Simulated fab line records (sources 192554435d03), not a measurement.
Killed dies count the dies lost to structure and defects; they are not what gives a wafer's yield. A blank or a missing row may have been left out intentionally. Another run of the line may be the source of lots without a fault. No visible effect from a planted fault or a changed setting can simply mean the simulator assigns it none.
Lot-split experiment    flow n5 finfet    on a route of 1938 steps: 7 lots, 21 wafers read

== THE SPLIT ==
At N5_MIM_TOP_ALD_01 (deposits HfO2, target thk 5.6 nm, pulse time 1 s, purge time 3 s), the setting ald cycles was moved away from the recipe's 62 on 6 of the 21 wafers read, by -12.9% to +9.7%. For the rest of the wafers, this setting stayed at what the recipe calls for.

The reading comes from the split's own step.

== THE READING ==
HfO2_of_MIM_TOP_ALD_01.thk nm (the simulator's own value, which no gauge read), in nm, at N5_MIM_TOP_ALD_01 (deposits HfO2, target thk 5.6 nm, pulse time 1 s, purge time 3 s). No usual value for it is given in the file.

wafer   tool, chamber at the split  ald cycles as run  against the recipe  HfO2_of_MIM_TOP_ALD_01.thk nm, nm  against lot-mates on the recipe
L078.2  ald hk-03, 1,2,2            62                 recipe              5.6                                -
L078.4  ald hk-03, 1,2,2            62                 recipe              5.6                                -
L078.6  ald hk-03, 1,2,2            62                 recipe              5.6                                -
L081.2  ald hk-02, 2,3,0            62                 recipe              5.6                                -
L081.3  ald hk-02, 2,3,0            62                 recipe              5.6                                -
L081.4  ald hk-02, 2,3,0            62                 recipe              5.6                                -
L083.2  ald hk-03, 1                62                 recipe              5.6                                -
L083.4  ald hk-03, 2,1              56                 -9.7%               5                                  -0.6
L083.5  ald hk-03, 2,1              56                 -9.7%               5                                  -0.6
L085.1  ald hk-01, 3,2,0            62                 recipe              5.6                                -
L085.2  ald hk-01, 3,2,0            62                 recipe              5.6                                -
L085.3  ald hk-01, 3,2,0            62                 recipe              5.6                                -
L089.1  ald hk-03, 2                62                 recipe              5.6                                -
L089.3  ald hk-03, 0                68                 +9.7%               6.2                                +0.6
L089.5  ald hk-03, 0                68                 +9.7%               6.2                                +0.6
L092.1  ald hk-01, 3,2,0            62                 recipe              5.6                                -
L092.3  ald hk-01, 3,2,0            62                 recipe              5.6                                -
L092.6  ald hk-01, 3,2,0            62                 recipe              5.6                                -
L095.3  ald hk-03, 0,3              54                 -12.9%              4.8                                -0.8
L095.6  ald hk-03, 0,3              54                 -12.9%              4.8                                -0.8
L095.5  ald hk-03, 0                62                 recipe              5.6                                -
When a row names more than one chamber, that row covers several wafers, and the file does not tell which wafer ran in which chamber.

FIT RESULTS
A straight line over all 21 wafers: HfO2_of_MIM_TOP_ALD_01.thk nm changes by +0.062 nm for each +1% of ald cycles; r = +1.00; the points scatter about the line by 0 nm.
The same after taking each lot's own level away (the mean of its wafers on the recipe; 21 wafers): +0.062 nm for each +1%; r = +1.00; scatter 0 nm.
That fit puts the effect of the largest move of ald cycles on the reading at 0.8 nm.
The lots' own levels span 5.60 to 5.60 nm.
Consequently the slope shifts little with the lot-to-lot level, the two slopes agreeing.
Check: for one of the wafers moved furthest among these (-12.9%), held out of the fit, the line's prediction against its lot-mates is -0.8 nm. It came out at -0.8 nm against them.

== ADDITIONAL SPLITS CARRIED BY THESE WAFERS ==
Before the reading, these wafers also passed through other splits. Each is held against what the fit with the lots' levels taken away leaves over:
other split on the same wafers     wafers away from the commonest value  r with HfO2_of_MIM_TOP_ALD_01.thk nm (lot level and that fit taken away)
N5_BEOL_M14_TRENCH_ETCH_34 time s  9                                     +0.07
N5_BEOL_M15_EXPOSE_25 dose mj      9                                     -0.21
N5_BEOL_M15_TRENCH_ETCH_34 bias w  7                                     -0.17

== FILE'S OWN FIT ==
HfO2_of_MIM_TOP_ALD_01.thk nm changes by +0.062 nm for each +1% of ald cycles, r = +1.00.
